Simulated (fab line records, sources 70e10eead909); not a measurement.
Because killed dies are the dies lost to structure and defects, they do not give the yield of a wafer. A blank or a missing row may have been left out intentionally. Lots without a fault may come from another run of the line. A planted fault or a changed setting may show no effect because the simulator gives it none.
Chamber matching / flow nand harc / NHARC_P_GATE_DEP_103 on pecvd-02: 3 sister chambers
The step deposits SiON, target thk 30 nm. 16 wafers are shown with their chamber, then 8 later ones without.

WAFERS, EACH WITH ITS CHAMBER
wafer=L325.2; chamber=2; heater power w (W)=659
wafer=L325.4; chamber=2; heater power w (W)=670
wafer=L325.5; chamber=0; heater power w (W)=829
wafer=L327.1; chamber=0; heater power w (W)=752
wafer=L327.2; chamber=2; heater power w (W)=642
wafer=L327.5; chamber=1; heater power w (W)=912
wafer=L329.1; chamber=0; heater power w (W)=807
wafer=L329.3; chamber=1; heater power w (W)=842
wafer=L329.5; chamber=1; heater power w (W)=838
wafer=L335.1; chamber=1; heater power w (W)=904
wafer=L335.2; chamber=2; heater power w (W)=717
wafer=L335.5; chamber=2; heater power w (W)=728
wafer=L340.1; chamber=2; heater power w (W)=620
wafer=L340.5; chamber=2; heater power w (W)=632
wafer=L340.6; chamber=1; heater power w (W)=902
wafer=L341.1; chamber=2; heater power w (W)=751

SIGNATURES, as means of the wafers listed above
reading=heater power w; chamber 0=796.00; chamber 1=879.60; chamber 2=677.38; scatter within a chamber=43.8
Rule: a wafer lies at a distance from a chamber equal to the root of the sum of squares, over the readings, of (its reading less the chamber's mean, divided by the reading's scatter). If the next closest chamber is less than 2 further off than the closest, the wafer can't be placed; otherwise it belongs to the closest. The scatter: the root of (the sum of the squares of (reading less its chamber's mean) over the shown wafers, divided by (wafers less chambers)).

WAFERS WHOSE CHAMBER IS MISSING
wafer=L341.5; heater power w (W)=1044
wafer=L341.6; heater power w (W)=609
wafer=L345.1; heater power w (W)=727
wafer=L345.3; heater power w (W)=733
wafer=L345.6; heater power w (W)=716
wafer=L346.1; heater power w (W)=1028
wafer=L346.2; heater power w (W)=702
wafer=L346.6; heater power w (W)=709

WHICH CHAMBER EACH WENT THROUGH
wafer=L341.5; from the rows above=can't be placed: 1 or 0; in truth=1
wafer=L341.6; from the rows above=2; in truth=2
wafer=L345.1; from the rows above=can't be placed: 2 or 0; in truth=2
wafer=L345.3; from the rows above=can't be placed: 2 or 0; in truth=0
wafer=L345.6; from the rows above=can't be placed: 2 or 0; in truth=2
wafer=L346.1; from the rows above=can't be placed: 1 or 0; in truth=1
wafer=L346.2; from the rows above=can't be placed: 2 or 0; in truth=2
wafer=L346.6; from the rows above=can't be placed: 2 or 0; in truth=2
1 of 8 placed correctly. Cannot be placed on the basis of these rows: 7; the candidates contain the true chamber in 7. Placed wrongly: 0.
